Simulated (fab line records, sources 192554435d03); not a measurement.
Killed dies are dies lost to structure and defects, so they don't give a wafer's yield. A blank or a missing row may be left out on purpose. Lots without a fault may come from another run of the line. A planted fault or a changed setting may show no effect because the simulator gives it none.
Chamber matching | flow n5_finfet | N5_BEOL_M8_CURE_74 on uv_cure-03: 3 sister chambers
The step cures SiCOH lowk, time 240 s. 16 wafers are shown with their chamber, then 8 later ones without.

WAFERS WITH THEIR CHAMBER
wafer  | chamber | wafer_temp_C_max | lamp_power_pct (%)
L074.1 | 1       | 386.5            | 52.23
L074.2 | 1       | 386.7            | 52.39
L074.6 | 1       | 388.0            | 52.25
L075.1 | 2       | 386.5            | 52.28
L075.4 | 2       | 386.7            | 52.27
L075.5 | 2       | 387.4            | 52.35
L077.2 | 0       | 385.7            | 52.35
L077.5 | 0       | 386.0            | 52.32
L077.6 | 0       | 386.4            | 52.24
L079.2 | 1       | 386.8            | 52.32
L079.4 | 1       | 387.3            | 52.36
L079.5 | 1       | 386.9            | 52.26
L081.1 | 1       | 387.8            | 52.33
L081.3 | 1       | 387.3            | 52.27
L081.5 | 1       | 387.1            | 52.23
L085.1 | 0       | 386.2            | 52.29

SIGNATURES (means of the wafers above)
reading          | chamber 0 | chamber 1 | chamber 2 | scatter within a chamber
wafer_temp_C_max | 386.075   | 387.156   | 386.867   | 0.457
lamp_power_pct   | 52.3000   | 52.2933   | 52.3000   | 0.0539
Rule: a wafer's distance from a chamber is the root of the sum, over the readings, of the square of ((its reading less the chamber's mean) divided by the reading's scatter). The wafer belongs to the nearest chamber; if the next one is less than 2 further off, it can't be placed. The scatter: the root of (the sum of the squares of (reading less its chamber's mean) over the shown wafers, divided by (wafers less chambers)).

WAFERS WITHOUT THEIR CHAMBER
wafer  | wafer_temp_C_max | lamp_power_pct (%)
L085.5 | 386.5            | 52.36
L085.6 | 386.7            | 52.38
L089.1 | 386.2            | 52.28
L089.2 | 386.3            | 52.25
L089.5 | 386.3            | 52.29
L094.2 | 386.8            | 52.37
L094.3 | 387.0            | 52.39
L094.5 | 387.7            | 52.37

WHICH CHAMBER EACH WENT THROUGH
wafer  | from the rows above          | in truth
L085.5 | can't be placed: 2 or 0 or 1 | 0
L085.6 | can't be placed: 2 or 1 or 0 | 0
L089.1 | can't be placed: 0 or 2 or 1 | 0
L089.2 | can't be placed: 0 or 2 or 1 | 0
L089.5 | can't be placed: 0 or 2 or 1 | 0
L094.2 | can't be placed: 2 or 1 or 0 | 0
L094.3 | can't be placed: 2 or 1 or 0 | 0
L094.5 | can't be placed: 1 or 2 or 0 | 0
Placed correctly: 0 of 8. Can't be placed from these rows: 8 (the true chamber is among the candidates in 8). Placed wrongly: 0.
